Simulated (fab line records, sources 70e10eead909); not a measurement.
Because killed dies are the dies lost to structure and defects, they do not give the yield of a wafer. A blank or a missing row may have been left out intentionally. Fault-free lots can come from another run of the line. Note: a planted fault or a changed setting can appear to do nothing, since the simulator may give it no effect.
Chamber matching -- flow nandHarc -- NHARC_A_BLC_ETCH_17 on rieDiel-10 has 4 sister chambers
The step etches the open film in N2/H2, target depth 390 nm, time 609.38 s. 18 wafers are shown with their chamber, then 8 later ones without.

== WAFERS WITH THEIR CHAMBER ==
wafer,chamber,showerheadPlenumPTorr (Torr),drypumpMotorCurrentA (A),rfVppV (V)
L815.1,1,2.18,5.4,434.0
L815.4,0,1.96,6.2,428.1
L815.6,3,2.15,5.8,433.8
L817.1,0,1.96,6.1,428.8
L817.2,1,2.18,5.4,434.1
L817.3,3,2.15,5.8,433.4
L819.2,1,2.17,5.4,431.8
L819.5,0,1.96,6.1,428.7
L819.6,3,2.15,5.8,433.7
L821.3,1,2.17,5.4,433.9
L821.4,3,2.15,5.8,433.7
L832.3,1,2.17,5.4,433.7
L832.5,0,1.96,6.2,428.3
L832.6,3,2.14,5.8,432.7
L833.1,1,2.17,5.4,433.8
L833.2,2,2.00,6.0,430.9
L833.5,2,2.01,6.0,428.1
L837.2,2,2.00,5.9,430.5

SIGNATURES, as means of the wafers listed above
reading,chamber 0,chamber 1,chamber 2,chamber 3,scatter within a chamber
showerheadPlenumPTorr,1.9600,2.1733,2.0033,2.1480,0.00447
drypumpMotorCurrentA,6.150,5.400,5.967,5.800,0.0345
rfVppV,428.475,433.550,429.833,433.460,0.824
Rule: a wafer lies at a distance from a chamber equal to the root of the sum of squares, over the readings, of (its reading less the chamber's mean, divided by the reading's scatter). If the next closest chamber is less than 2 further off than the closest, the wafer can't be placed; otherwise it belongs to the closest. The scatter: take each reading less its chamber's mean, square it, sum over the shown wafers, divide by the number of wafers less the number of chambers, and take the root.

== WAFERS WITHOUT THEIR CHAMBER ==
wafer,showerheadPlenumPTorr (Torr),drypumpMotorCurrentA (A),rfVppV (V)
L837.3,2.17,5.4,433.9
L837.4,1.96,6.2,428.0
L838.1,2.17,5.4,433.9
L838.3,2.14,5.8,432.7
L838.6,2.00,5.9,430.5
L836.1,2.17,5.5,434.9
L836.4,1.96,6.1,428.5
L836.5,1.96,6.2,429.6

== EACH ONE'S CHAMBER ==
wafer,from the rows above,in truth
L837.3,1,1
L837.4,0,0
L838.1,1,1
L838.3,3,3
L838.6,2,2
L836.1,1,1
L836.4,0,0
L836.5,0,0
Correct placement for 8 of the 8. From these rows, 0 cannot be placed. Number placed wrongly: 0.
